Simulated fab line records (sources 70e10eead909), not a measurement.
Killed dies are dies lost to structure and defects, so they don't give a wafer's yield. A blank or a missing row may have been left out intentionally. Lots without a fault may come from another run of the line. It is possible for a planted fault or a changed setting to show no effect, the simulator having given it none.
Which tool did it?	flow nand-harc	21 wafers from 7 lots sampled at 3 of the route's 1302 steps

WHAT EACH GAUGE READ, for each wafer
NHARC_A_ONON_D2_THK_MEAS_18: measures by ellipsometry.
lot	measured	on	thk-nm (nm)
L934	day 14 00:19	film-metro-02	1000 1000 999
L937	day 15 09:28	film-metro-02	1020 1021 1019
L944	day 18 17:53	film-metro-02	1023 1025 1025
L945	day 19 07:22	film-metro-02	469 1015 1016
L950	day 20 12:09	film-metro-02	1003 1005 1005
L952	day 21 07:02	film-metro-01	987 987 985
L953	day 23 14:22	film-metro-01	989 988 991

TOOL THAT RAN EACH LOT (tool first, then ch and the chambers of the sampled wafers, then the start)
lot	NHARC_A_DECK1_JOINT_CMP_13	NHARC_A_ONON_D2_DEP_16
L934	cmp-01 ch 1,2,3, day 12 11:14	pecvd-onon-02 ch 0, day 13 23:52
L937	cmp-01 ch 0,2,3, day 14 00:23	pecvd-onon-04 ch 0, day 15 08:58
L944	cmp-04 ch 0,1,3, day 17 01:22	pecvd-onon-04 ch 0, day 18 17:23
L945	cmp-01 ch 1,2,3, day 17 17:14	pecvd-onon-02 ch 0, day 19 06:52
L950	cmp-04 ch 0,2,3, day 19 00:37	pecvd-onon-04 ch 0, day 20 11:43
L952	cmp-01 ch 0,2,3, day 19 19:10	pecvd-onon-04 ch 0, day 21 06:32
L953	cmp-02 ch 1,2, day 22 01:50	pecvd-onon-04 ch 0, day 23 13:55
- NHARC_A_DECK1_JOINT_CMP_13: polishes, target thk 51.023 nm.
- NHARC_A_ONON_D2_DEP_16: target thk 1000 nm.

THE ANSWER, worked out from the rows above alone
Rule: what is usual is taken from the lots themselves. The widest of any qualifying gaps counts: lots, ordered by their means at a reading, are off when they make up no more than a third of the lots, leave a main group of 4 or more, and stand apart from it by 3 or more times the standard deviation of that group's means. A main group whose means are all the same, to the digits that the tables above print for the reading, isn't used. Also off: a lot with no number at a reading for which 4 or more lots have one. All remaining lots with rows at the step are treated as sound.
Off: L945, at NHARC_A_ONON_D2_THK_MEAS_18 (thk-nm). Mean 1004 nm and standard deviation 14 in the main group.
If a tool, at a process step before that reading, ran all the lots that are off and no sound lot after the first of them, it fits. Those tools and the gauges at NHARC_A_ONON_D2_THK_MEAS_18 are tried in the same way. One fits: NHARC_A_ONON_D2_DEP_16 on pecvd-onon-02. Its last sound lot is L934 (day 13 23:52), its first lot that is off L945 (day 19 06:52): a fault that began between those two fits.

WHAT HAD BEEN PUT IN BY THE SIMULATOR
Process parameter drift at NHARC_A_ONON_D2_DEP_16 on pecvd-onon-02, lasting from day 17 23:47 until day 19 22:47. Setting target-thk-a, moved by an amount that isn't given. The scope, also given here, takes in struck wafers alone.
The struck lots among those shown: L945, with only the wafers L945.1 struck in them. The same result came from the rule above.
